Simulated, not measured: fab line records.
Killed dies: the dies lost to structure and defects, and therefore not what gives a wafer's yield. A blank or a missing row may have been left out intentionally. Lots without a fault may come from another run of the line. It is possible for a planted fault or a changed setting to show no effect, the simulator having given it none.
A struck lot beside a sound one	flow n5Finfet	36 out of 1938 route steps
Sound: these wafers, L350.2, L350.4, L350.5. Struck: wafer L355.1 (left out: L355.2, L355.4 of the same lot, which were not struck); the cause appears at the end.
For every step that has rows: the tool of each side, followed by ch and its chambers, followed by its first start. Under that, the readings that differ: sound wafers	struck wafers	difference of the means	sigmas: that difference in standard deviations of wafers without a fault.
alike: readings with means less than 2 such deviations apart, plus words and numbers identical on both sides. not compared: withheld readings, readings lacking a value on some wafer, bounds such as >300 that could conceal the same value, and numbers that have no deviation in the record and whose values overlap.
A row with sigmas, a row that says differs or no value, or rows on one side alone: a step with any of these is where the two part. Non-overlapping numbers with no deviation appear without sigmas and do not part them. Lack of a reading on every wafer of one side parts them only where that side has two or more wafers.

first, 8 steps without rows for these wafers: N5_BEOL_M2_ANNEAL_51 (time 90 s); N5_BEOL_M2_CMP_52 (polishes, stops on SiOC, t overpolish 6.8 s, target thk 40 nm); N5_BEOL_M2_PRE_CLEAN_60 (time 15 s); N5_BEOL_M2_CO_CAP_55 (material Co, precursor CCTBA/H2, target thk 2 nm, time 102.1 s); N5_BEOL_M2_PRE_CLEAN_56 (time 15 s); N5_BEOL_M2_DEP_57 (deposits SiCN from 3MS/NH3, target thk 8 nm, time 14 s); N5_BEOL_M3_ILD_DEP_00 (deposits SiOC from DEMS/O2, target thk 79 nm, time 15.3 s); N5_BEOL_M3_PECVD_72 (deposits SiO2 from TEOS/O2, target thk 16 nm, time 18 s).
N5_BEOL_M3_HM_DEP_02: deposits TiN, target thk 20 nm.
  sound on pvdSputter-02, day 9 04:03; struck on pvdSputter-02, day 10 11:00
reading	sound	struck	difference	sigmas
model.TiN_of_BEOL_M3_HM_DEP_02.thkNm (nm)	20.4 20.2 20.2	14.6	-5.7	
  alike: substrateTempC, throttleValvePct
then, 16 steps without rows for these wafers: N5_BEOL_M3_COAT_61 (time 60 s, resist thk 60 nm); N5_BEOL_M3_COAT_62 (time 60 s, resist thk 12 nm); N5_BEOL_M3_COAT_73 (time 60 s, resist thk 5 nm); N5_BEOL_M3_COAT_05 (resist thk 30 nm); N5_BEOL_M3_EBR_07; N5_BEOL_M3_SOFTBAKE_06 (time 60 s); N5_BEOL_M3_EXPOSE_08 (exposes mask M3); N5_BEOL_M3_PEB_09 (peb time 60 s); N5_BEOL_M3_DEVELOP_10 (develop time 30 s); N5_BEOL_M3_DESCUM_16 (chemistry O2, time 7 s); N5_BEOL_M3_ETCH_74 (etches underlayer in N2/H2, target depth 6.5 nm, time 5.2 s); N5_BEOL_M3_ETCH_63 (etches SiARC in CF4, target depth 15.6 nm, time 26 s); N5_BEOL_M3_ETCH_64 (etches SOC in N2/H2, target depth 75 nm, overetch 15 nm, time 112.5 s); N5_BEOL_M3_STRIP_65 (strips in N2/H2); N5_BEOL_M3_STRIP_75 (strips in N2/H2); N5_BEOL_M3_STRIP_66 (strips in CF4).
N5_BEOL_M3_HM_OPEN_17: chemistry Cl2/BCl3, target TiN, target depth 20 nm, overetch 6 nm.
  sound on rieMetal-01 ch 1, day 9 06:11; struck on rieMetal-01 ch 1, day 10 11:53
reading	sound	struck	difference	sigmas
model.etch.depthNm (nm)	20.39 20.16 20.23	14.55	-5.71	
  alike: drypumpMotorCurrentA, heBacksideLeakSccm, oesProductAu, throttleValvePct
  not compared: rfHoursCounterH
then, 8 steps without rows for these wafers: N5_BEOL_M3_STRIP_19 (strips in O2); N5_BEOL_M3_COAT_67 (time 60 s, resist thk 60 nm); N5_BEOL_M3_COAT_68 (time 60 s, resist thk 12 nm); N5_BEOL_M3_COAT_76 (time 60 s, resist thk 5 nm); N5_BEOL_M3_COAT_22 (resist thk 30 nm); N5_BEOL_M3_EBR_24; N5_BEOL_M3_SOFTBAKE_23 (time 60 s); N5_BEOL_M3_EXPOSE_25 (exposes mask V2, defocus 5 nm).
N5_BEOL_M3_TRENCH_ETCH_37: etches SiOC in C4F6/O2, target depth 55.555 nm, time 29.2 s.
  sound: rieDiel-01 ch 1,2; struck: rieDiel-04 ch 0
reading	sound	struck	difference	sigmas
model.TiN_of_BEOL_M3_HM_DEP_02.thkNm (nm)	18 17.8 18	12.2	-5.7	
  alike: drypumpMotorCurrentA, oesProductAu, rfVppV, showerheadPlenumPTorr, throttleValvePct
  not compared: rfHoursCounterH
N5_BEOL_M4_RC_MEAS_101:
  sound on prober-01 ch 0, day 10 03:54; struck on prober-01 ch 0, day 11 11:02
  alike: DIBL_N, DIBL_P, IOFF_N, IOFF_P, ION_N, ION_P, SS_N, SS_P, VT_N, VT_P

== WHERE THEY PART ==
Nowhere in this record.

WHY: what the simulator had put in
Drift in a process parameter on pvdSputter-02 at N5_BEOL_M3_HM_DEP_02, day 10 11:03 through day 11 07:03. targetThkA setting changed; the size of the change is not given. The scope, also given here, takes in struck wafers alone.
